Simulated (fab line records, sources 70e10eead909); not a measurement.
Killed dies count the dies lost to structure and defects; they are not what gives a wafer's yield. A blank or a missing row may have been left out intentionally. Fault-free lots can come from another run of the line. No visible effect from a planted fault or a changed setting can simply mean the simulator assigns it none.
fab line records ; flow nand-harc
[record] lots = 12; wafers = 36; last-day = 33
route steps=1302 shown P_GATE@209 P_CONTACT@218 END@1302
lots that met no fault: taken from a fault-free run of the same line
start-h: start of the lot's first displayed wafer, in hours after the record's first day ; wait-h: hours since the lot's step before ; " same as the row above ; L1.1+2: a row that stands for several wafers ; - no value present, or no start provided ; * or withheld: withheld ; < > ~ a bound
route shown NAME@n: NAME is a module with steps in the file, n the number in the route of the first one ; usual: mean/standard deviation of fault-free wafers ; same: alike in all rows ; chamber/n: place in a boat ; sites: each site's reading ; _std_site: standard deviation across them ; _edge_site: inner sites' mean taken away from outer sites' mean ; radius-mm: for every site, how far away it sits from the centre of the wafer ; mask NAME#n: copy n ; behind: tool/chamber where the wafer was last shaped ; hold: what put the lot on hold/how long, in hours/how the hold closed ; device: transistor that didn't switch, given as n, p or np ; end of line: the tests these same wafers got at the end of their route ; a step given without rows: its recipe and nothing more ; killed: at the first sort, the dies lost to defects and structure; wafer yield is something else ; map: dies across one wafer; x = killed, . = not, _ = none there
set.NAME: the setting the step ran with; set.NAME@STEP: the setting that earlier step ran with ; model.NAME: the simulator's own value behind a step, which no gauge read
route steps across a sampled set of lots; one table per step, one row per wafer
services: when a tool's chamber went out of use (start-h, in hours from the record's first day, below 0 if earlier), for how many hours, and the reason
[[steps]]
[step NHARC_P_GATE_DEGAS_109]
[recipe] temp-c = 300; time-s = 60
[usual] heater-power-w = 451/58; susceptor-temp-C = 299.99/0.19
[same] time-s = 60
lot.wafer;tool;chamber;start-h;wait-h;heater-power-w;susceptor-temp-C
L347.4;pvd-sputter-01;-;122.22;0.1;485;299.82
L347.3;pvd-sputter-01;-;122.22;0.1;349;299.84
L347.6;pvd-sputter-01;-;122.22;0.1;368;299.84
L348.1;pvd-sputter-01;-;138.73;0.1;366;300.35
L348.2;pvd-sputter-01;-;138.73;0.1;340;300.05
L348.6;pvd-sputter-01;-;138.73;0.1;499;300.09
L349.3;pvd-sputter-02;-;143.14;0.1;485;300.11
L349.6;pvd-sputter-02;-;143.14;0.1;453;300.12
L349.5;pvd-sputter-02;-;143.14;0.1;480;300.10
L354.3;pvd-sputter-03;-;194.76;0.1;425;300.06
L354.4;pvd-sputter-03;-;194.76;0.1;520;300.04
L354.5;pvd-sputter-03;-;194.76;0.1;421;300.22
L355.4;pvd-sputter-01;-;208.96;0.1;483;299.98
L355.3;pvd-sputter-01;-;208.96;0.1;339;299.67
L355.6;pvd-sputter-01;-;208.96;0.1;480;299.79
L358.2;pvd-sputter-02;-;232.29;0.1;491;299.82
L358.4;pvd-sputter-02;-;232.29;0.1;535;300.00
L358.1;pvd-sputter-02;-;232.29;0.1;453;299.89
L361.3;pvd-sputter-03;-;265.56;0.1;471;-
L361.1;pvd-sputter-03;-;265.56;0.1;527;-
L361.5;pvd-sputter-03;-;265.56;0.1;478;-
L365.4;pvd-sputter-03;-;310.17;0.1;424;300.19
L365.5;pvd-sputter-03;-;310.17;0.1;412;300.06
L365.6;pvd-sputter-03;-;310.17;0.1;472;299.98
L366.2;pvd-sputter-03;-;314.77;0.1;414;299.94
L366.3;pvd-sputter-03;-;314.77;0.1;468;299.93
L366.1;pvd-sputter-03;-;314.77;0.1;520;300.18
L367.1;pvd-sputter-01;-;328.69;0.1;500;299.94
L367.4;pvd-sputter-01;-;328.69;0.1;492;299.95
L367.6;pvd-sputter-01;-;328.69;0.1;501;299.83
L368.2;pvd-sputter-02;-;337.14;0.1;535;299.89
L368.6;pvd-sputter-02;-;337.14;0.1;480;300.06
L368.5;pvd-sputter-02;-;337.14;0.1;526;299.97
L369.3;pvd-sputter-01;-;340.83;0.1;337;300.25
L369.2;pvd-sputter-01;-;340.83;0.1;513;299.74
L369.5;pvd-sputter-01;-;340.83;0.1;341;300.00
[step NHARC_P_CONTACT_DEP_00]
[recipe] target-thk-a = 5000; temp-c = 400; pressure-torr = 6.5; rf-w = 900; teos-flow-sccm = 161.4; flow-sccm = 2650; target-thk-nm = 500; gas = O2; material = SiO2
[usual] chamber-pressure-Torr = 6.500/0.016; heater-power-w = 548/80; susceptor-temp-C = 399.98/0.24; throttle-valve-pct = 16.0/0.59
lot.wafer;tool;chamber;start-h;wait-h;chamber-pressure-Torr;heater-power-w;susceptor-temp-C;throttle-valve-pct
L347.3;pecvd-03;1;-;-;6.502;571;400.16;15.8
L347.6;pecvd-03;2;-;-;6.494;709;399.70;16.6
L347.4;pecvd-03;1;-;-;6.491;574;400.08;15.8
L348.1;pecvd-04;0;-;-;6.502;463;400.12;15.0
L348.2;pecvd-04;1;-;-;6.522;598;399.97;15.9
L348.6;pecvd-04;0;-;-;6.512;498;400.14;14.9
L349.3;pecvd-01;0;-;-;6.493;476;400.03;15.8
L349.5;pecvd-01;1;-;-;6.529;612;399.36;15.5
L349.6;pecvd-01;0;-;-;6.488;504;400.05;16.0
L354.3;pecvd-01;0;196.36;0.3;6.508;406;400.08;15.9
L354.4;pecvd-01;1;196.36;0.3;6.519;593;400.09;15.3
L354.5;pecvd-01;1;196.36;0.3;6.512;630;399.74;15.8
L355.3;pecvd-04;0;-;-;6.522;507;400.42;15.2
L355.6;pecvd-04;0;-;-;6.518;542;400.14;14.8
L355.4;pecvd-04;1;-;-;6.496;608;400.00;16.3
L358.1;pecvd-04;2;-;-;6.497;521;399.99;16.2
L358.2;pecvd-04;0;-;-;6.476;513;400.08;15.2
L358.4;pecvd-04;0;-;-;6.494;556;400.38;15.0
L361.1;pecvd-01;2;-;-;6.513;600;400.12;17.4
L361.3;pecvd-01;1;-;-;6.525;517;399.42;15.6
L361.5;pecvd-01;0;-;-;6.460;406;399.73;16.2
L365.5;pecvd-03;0;-;-;6.501;511;399.94;15.8
L365.4;pecvd-03;1;-;-;6.487;468;400.28;16.0
L365.6;pecvd-03;2;-;-;6.496;724;400.00;16.4
L366.2;pecvd-03;1;-;-;6.490;505;399.89;16.2
L366.3;pecvd-03;2;-;-;6.505;691;400.00;16.6
L366.1;pecvd-03;0;-;-;6.503;483;399.77;16.0
L367.1;pecvd-03;0;-;-;6.495;402;399.76;15.8
L367.4;pecvd-03;1;-;-;6.498;489;400.37;16.4
L367.6;pecvd-03;0;-;-;6.500;424;399.80;15.9
L368.2;pecvd-04;2;-;-;6.481;555;400.44;15.9
L368.5;pecvd-04;1;-;-;6.498;657;400.37;15.6
L368.6;pecvd-04;2;-;-;6.478;575;400.64;15.9
L369.3;pecvd-04;1;-;-;6.487;676;399.68;15.4
L369.2;pecvd-04;2;-;-;6.499;548;399.90;15.8
L369.5;pecvd-04;1;-;-;6.487;510;399.91;15.8
[step NHARC_P_CONTACT_PEB_10]
[recipe] peb-temp-c = 100; peb-time-s = 65
[usual] resist-line-temp-C = 22.99/0.12
lot.wafer;tool;chamber;start-h;wait-h;resist-line-temp-C
L347.3;litho-track-06;0;124.69;0.0;23.10
L347.4;litho-track-06;0;124.69;0.0;23.15
L347.6;litho-track-06;0;124.69;0.0;23.04
L348.1;litho-track-01;0;141.08;0.1;23.12
L348.2;litho-track-01;0;141.08;0.1;23.05
L348.6;litho-track-01;0;141.08;0.1;23.14
L349.3;litho-track-04;0;145.61;0.0;22.87
L349.5;litho-track-04;0;145.61;0.0;22.95
L349.6;litho-track-04;0;145.61;0.0;22.68
L354.3;litho-track-06;0;197.46;0.0;23.11
L354.4;litho-track-06;0;197.46;0.0;22.92
L354.5;litho-track-06;0;197.46;0.0;22.87
L355.3;litho-track-06;0;211.44;0.0;23.10
L355.4;litho-track-06;0;211.44;0.0;23.02
L355.6;litho-track-06;0;211.44;0.0;22.88
L358.1;litho-track-04;0;234.77;0.1;23.07
L358.2;litho-track-04;0;234.77;0.1;22.92
L358.4;litho-track-04;0;234.77;0.1;23.15
L361.1;litho-track-01;0;267.92;0.1;22.98
L361.3;litho-track-01;0;267.92;0.1;23.12
L361.5;litho-track-01;0;267.92;0.1;23.10
L365.4;litho-track-04;0;312.52;0.0;22.92
L365.5;litho-track-04;0;312.52;0.0;23.00
L365.6;litho-track-04;0;312.52;0.0;22.98
L366.1;litho-track-04;0;317.38;0.1;22.95
L366.2;litho-track-04;0;317.38;0.1;22.91
L366.3;litho-track-04;0;317.38;0.1;22.90
L367.1;litho-track-06;0;331.19;0.1;22.76
L367.4;litho-track-06;0;331.19;0.1;22.86
L367.6;litho-track-06;0;331.19;0.1;22.99
L368.2;litho-track-06;0;339.80;0.1;23.04
L368.5;litho-track-06;0;339.80;0.1;22.94
L368.6;litho-track-06;0;339.80;0.1;23.14
L369.2;litho-track-01;0;343.31;0.1;22.92
L369.3;litho-track-01;0;343.31;0.1;23.03
L369.5;litho-track-01;0;343.31;0.1;22.96
[step NHARC_P_CONTACT_CD_MEAS_12]
[recipe] target-cd-nm = 90; landing-energy-ev = 500
[usual] cd-nm = 90.0/0.71
lot.wafer;tool;chamber;start-h;wait-h;cd-nm
L347.3;cd-sem-02;0;124.78;-;89.1
L347.4;cd-sem-02;0;124.78;-;89.4
L347.6;cd-sem-02;0;124.78;-;89.8
L348.1;cd-sem-03;0;141.16;-;90.3
L348.2;cd-sem-03;0;141.16;-;90.1
L348.6;cd-sem-03;0;141.16;-;89.7
L349.3;cd-sem-01;0;145.69;-;89.8
L349.5;cd-sem-01;0;145.69;-;90.2
L349.6;cd-sem-01;0;145.69;-;89.8
L354.3;cd-sem-02;0;197.55;-;97.9
L354.4;cd-sem-02;0;197.55;-;98.1
L354.5;cd-sem-02;0;197.55;-;98.1
L355.3;cd-sem-02;0;211.52;-;97.5
L355.4;cd-sem-02;0;211.52;-;96.9
L355.6;cd-sem-02;0;211.52;-;97.7
L358.1;cd-sem-02;0;234.85;-;91.3
L358.2;cd-sem-02;0;234.85;-;91.0
L358.4;cd-sem-02;0;234.85;-;89.8
L361.1;cd-sem-03;0;268.00;-;90.3
L361.3;cd-sem-03;0;268.00;-;90.0
L361.5;cd-sem-03;0;268.00;-;90.0
L365.4;cd-sem-01;0;312.60;-;90.9
L365.5;cd-sem-01;0;312.60;-;90.5
L365.6;cd-sem-01;0;312.60;-;89.4
L366.1;cd-sem-01;0;317.46;-;91.1
L366.2;cd-sem-01;0;317.46;-;91.8
L366.3;cd-sem-01;0;317.46;-;91.3
L367.1;cd-sem-01;0;331.27;-;89.3
L367.4;cd-sem-01;0;331.27;-;88.7
L367.6;cd-sem-01;0;331.27;-;89.0
L368.2;cd-sem-03;0;339.88;-;89.9
L368.5;cd-sem-03;0;339.88;-;90.2
L368.6;cd-sem-03;0;339.88;-;90.4
L369.2;cd-sem-03;0;343.39;-;89.0
L369.3;cd-sem-03;0;343.39;-;89.3
L369.5;cd-sem-03;0;343.39;-;88.8
[step NHARC_P_CONTACT_INSPECT_27]
[usual] raw-defect-count = 284/120
lot.wafer;tool;chamber;start-h;wait-h;raw-defect-count
L347.3;defect-inspect-01;-;128.04;0.1;119
L347.4;defect-inspect-01;-;128.04;0.1;340
L347.6;defect-inspect-01;-;128.04;0.1;148
L348.1;defect-inspect-01;-;144.51;0.1;200
L348.2;defect-inspect-01;-;144.51;0.1;267
L348.6;defect-inspect-01;-;144.51;0.1;345
L349.3;defect-inspect-02;-;149.02;0.1;331
L349.5;defect-inspect-02;-;149.02;0.1;218
L349.6;defect-inspect-02;-;149.02;0.1;252
L354.3;defect-inspect-01;-;201.34;0.1;251
L354.4;defect-inspect-01;-;201.34;0.1;338
L354.5;defect-inspect-01;-;201.34;0.1;189
L355.3;defect-inspect-02;-;214.96;0.1;188
L355.4;defect-inspect-02;-;214.96;0.1;251
L355.6;defect-inspect-02;-;214.96;0.1;292
L358.1;defect-inspect-02;-;238.11;0.1;294
L358.2;defect-inspect-02;-;238.11;0.1;253
L358.4;defect-inspect-02;-;238.11;0.1;390
L361.1;defect-inspect-01;-;271.80;0.1;298
L361.3;defect-inspect-01;-;271.80;0.1;241
L361.5;defect-inspect-01;-;271.80;0.1;207
L365.4;defect-inspect-02;-;315.88;0.1;156
L365.5;defect-inspect-02;-;315.88;0.1;185
L365.6;defect-inspect-02;-;315.88;0.1;232
L366.1;defect-inspect-01;-;320.72;0.1;220
L366.2;defect-inspect-01;-;320.72;0.1;349
L366.3;defect-inspect-01;-;320.72;0.1;174
L367.1;defect-inspect-01;-;334.55;0.1;132
L367.4;defect-inspect-01;-;334.55;0.1;176
L367.6;defect-inspect-01;-;334.55;0.1;132
L368.2;defect-inspect-02;-;343.14;0.1;193
L368.5;defect-inspect-02;-;343.14;0.1;236
L368.6;defect-inspect-02;-;343.14;0.1;155
L369.2;defect-inspect-01;-;346.72;0.1;263
L369.3;defect-inspect-01;-;346.72;0.1;226
L369.5;defect-inspect-01;-;346.72;0.1;230
[step NHARC_END_SORT_01]
[recipe] temp-c = 25
[usual] killed-at-array = 54/21; killed-at-other = 1.0/1.2; killed-at-periphery = 3.6/2.6; killed-dies = 58/20; killed-open = 3.3/1.9; killed-short = 2.6/1.5
[same] gross-dies = 677
lot.wafer;tool;chamber;start-h;wait-h;killed-at-array;killed-at-other;killed-at-periphery;killed-dies;killed-open;killed-short
L354.3;prober-02;0;636.32;3.1;35;0;10;45;5;2
L354.4;prober-02;0;637.11;3.4;51;0;6;57;3;2
L354.5;prober-02;0;637.90;3.7;49;0;6;55;2;5
L355.3;prober-01;0;677.60;3.1;81;2;8;91;3;2
L355.4;prober-01;0;678.39;3.4;81;1;4;86;6;1
L355.6;prober-01;0;679.97;4.0;64;1;13;78;5;2
// killed by level:class
L354.3 A_SLIT:chamber-film-flake=13 A_CHANNEL_HOLE_D2:chamber-film-flake=8 P_GATE:chamber-film-flake=5 A_BONDPAD:chamber-film-flake=3 P_CONTACT:area-peb=3 P_M0:geometric-particle:open=2 A_CHANNEL_FILL_D2:geometric-particle:open=2 A_CHANNEL_HOLE_D1:chamber-film-flake=2
L354.4 A_SLIT:chamber-film-flake=31 A_CHANNEL_HOLE_D2:chamber-film-flake=6 A_CONTACT:chamber-film-flake=4 P_GATE:chamber-film-flake=3 P_CONTACT:area-peb=3 A_WL_FILL:geometric-particle:short=2 A_BONDPAD:chamber-film-flake=2 A_ONON_D2:geometric-particle:open=1
L354.5 A_SLIT:chamber-film-flake=17 A_CHANNEL_HOLE_D2:chamber-film-flake=17 P_GATE:chamber-film-flake=5 A_CHANNEL_HOLE_D1:chamber-film-flake=3 A_CONTACT:chamber-film-flake=3 A_ONON_D1:geometric-particle:short=2 A_BLC:geometric-particle:short=2 A_STAIRCASE:chamber-film-flake=2
L355.3 A_SLIT:chamber-film-flake=32 A_CHANNEL_HOLE_D1:chamber-film-flake=28 A_CHANNEL_HOLE_D2:chamber-film-flake=12 P_CONTACT:area-peb=5 A_BLC:geometric-particle:open=2 P_ZERO_WELL:chamber-film-flake=2 A_STAIRCASE:chamber-film-flake=2 HYBRID_BOND:chamber-film-flake=2
L355.4 A_CHANNEL_HOLE_D1:chamber-film-flake=33 A_SLIT:chamber-film-flake=18 A_CHANNEL_HOLE_D2:chamber-film-flake=15 A_CONTACT:chamber-film-flake=4 A_DECK1_JOINT:chamber-film-flake=3 A_M1:geometric-particle:open=2 A_M1:chamber-film-flake=2 P_STI:geometric-particle:open=1
L355.6 A_CHANNEL_HOLE_D1:chamber-film-flake=28 A_SLIT:chamber-film-flake=15 P_CONTACT:area-peb=8 A_CHANNEL_HOLE_D2:chamber-film-flake=6 P_ZERO_WELL:chamber-film-flake=3 A_DECK1_JOINT:chamber-film-flake=3 A_M1:chamber-film-flake=3 P_CONTACT:geometric-particle:open=2
[[services]]
tool;chamber;start-h;hours;kind
pecvd-03;1;98.37;4.9;repair
pvd-sputter-01;-;99.37;3.9;repair
pvd-sputter-02;-;104.00;10.0;pm
pecvd-01;-;114.61;2.0;repair
pecvd-04;-;121.09;13.0;pm
pvd-sputter-03;-;126.10;9.1;repair
pecvd-03;-;129.65;0.3;repair
pecvd-01;-;130.06;13.0;pm
pecvd-03;2;139.73;6.3;repair
pecvd-03;-;148.44;1.1;repair
litho-track-01;-;155.00;7.0;pm
pvd-sputter-03;-;155.52;1.9;repair
pvd-sputter-03;-;170.09;10.0;pm
litho-track-06;-;179.00;7.0;pm
pecvd-03;-;185.00;13.0;pm
pecvd-01;2;193.21;11.8;repair
litho-track-04;-;203.00;7.0;pm
pvd-sputter-02;-;207.09;5.4;repair
pvd-sputter-01;-;226.06;10.0;pm
pecvd-04;-;228.94;0.7;repair
pvd-sputter-03;-;258.28;1.3;repair
pvd-sputter-03;-;282.44;12.2;repair
pecvd-04;-;302.09;13.0;pm
pecvd-03;-;325.54;0.6;repair
[[key]]
[first-sign] step = NHARC_P_CONTACT_CD_MEAS_12; reading = cd-nm; direction = up; sigmas = 11; usual = 90.0; struck = 97.7
[effect] step = NHARC_END_SORT_01; reading = killed-at-periphery; direction = up; sigmas = 1.6; usual = 3.6; struck = 7.8; wafers-moved = 1
met-at NHARC_P_CONTACT_PEB_10
struck-lots L354,L355
tester-left-out L354,L355
not-acting-at NHARC_P_GATE_DEGAS_109,NHARC_P_CONTACT_DEP_00,NHARC_P_CONTACT_INSPECT_27
onset-between 124.69 197.46
[fault] kind = process-parameter-drift; tool = litho-track-06; chamber = -; onset-h = 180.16; steps = NHARC_P_CONTACT_PEB_10; channel = peb-time-s; offset = *; shape = step; end-h = 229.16; acts-in = *; stated = *
// tester-left-out: of these lots the tester's yield and bins aren't shown, on N5 and GAA mostly nor the transistor test; their killed dies are dies lost to structure and defects alone, not to doping, threshold or leakage, so they don't give the yield
